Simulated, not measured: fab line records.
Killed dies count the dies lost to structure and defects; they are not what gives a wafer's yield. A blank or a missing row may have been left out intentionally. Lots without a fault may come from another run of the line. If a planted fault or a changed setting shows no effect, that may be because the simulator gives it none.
Which tool is to blame? + flow n5Finfet + route of 1938 steps, sampled at 1 step: 24 lots, 72 wafers

WHAT EACH GAUGE READ, for each wafer
N5_BEOL_M4_OCD_MEAS_38. Usual: 55.5 nm for trenchDepthNm, sd 0.96.
| lot  | measured     | on     | trenchDepthNm (nm) | flag |
|------|--------------|--------|--------------------|------|
| L074 | day 7 19:52  | ocd-02 | 55.1 55.7 56.6     |      |
| L077 | day 8 01:05  | ocd-02 | 55.2 56.0 56.2     |      |
| L075 | day 8 01:27  | ocd-02 | 56.8 53.7 53.5     |      |
| L076 | day 8 06:01  | ocd-02 | 55.9 56.9 53.6     |      |
| L079 | day 9 03:34  | ocd-01 | 56.2 55.5 55.9     |      |
| L080 | day 9 05:56  | ocd-01 | 56.1 55.4 56.7     |      |
| L078 | day 9 07:11  | ocd-01 | 55.3 55.7 55.9     |      |
| L081 | day 9 09:32  | ocd-01 | 55.8 54.9 54.9     |      |
| L082 | day 9 10:19  | ocd-01 | 56.1 56.4 55.4     |      |
| L083 | day 9 14:10  | ocd-01 | 56.3 54.2 53.7     |      |
| L084 | day 9 18:47  | ocd-01 | 56.2 56.5 57.1     |      |
| L085 | day 10 13:54 | ocd-02 | 57.5 56.2 56.0     |      |
| L086 | day 10 17:26 | ocd-02 | 56.8 54.8 55.9     |      |
| L087 | day 11 02:39 | ocd-01 | 55.6 56.2 52.9     |      |
| L088 | day 11 07:44 | ocd-02 | 55.7 55.5 54.7     |      |
| L090 | day 11 11:55 | ocd-01 | 55.9 56.9 55.7     |      |
| L089 | day 11 18:37 | ocd-01 | 56.5 56.2 54.9     |      |
| L091 | day 11 23:50 | ocd-01 | 55.5 54.6 54.5     |      |
| L092 | day 12 01:16 | ocd-01 | 57.3 55.6 56.5     |      |
| L093 | day 12 11:39 | ocd-02 | 54.5 55.6 55.6     |      |
| L094 | day 12 18:19 | ocd-02 | 56.6 56.7 55.3     |      |
| L095 | day 12 21:26 | ocd-01 | 55.1 54.6 54.1     |      |
| L096 | day 13 09:38 | ocd-02 | 54.7 54.1 54.6     |      |
| L097 | day 13 14:26 | ocd-02 | 54.2 54.2 54.8     |      |

EACH LOT AND THE TOOL THAT RAN IT (in order: tool; ch and the chambers of the sampled wafers; start)
No process step before these readings appears in the record.

AS READ BY THE TOOLS THEMSELVES (means over the sampled wafers that have a number; for cases with no such wafer, the mark the record gives instead)
The record holds no such reading with a usual standard deviation.

THE ANSWER, worked out from the rows above alone
Rule: a lot counts as off when the mean over its wafers that have a number is more than 3 standard deviations away from the usual mean. A lot without any number at a reading at which 4 lots or more have one is off too. Where the step has rows for the other lots, those lots are counted as sound. Order of review: gauges by route order, followed by the tools' own readings, for which a lot's mean as printed above is used. At the first step where some lot is off, the reading lying furthest off is the one used; lots without a number count as furthest.
Nothing can be told from this: no lot is off at any reading shown.

WHAT WAS PUT IN BY THE SIMULATOR
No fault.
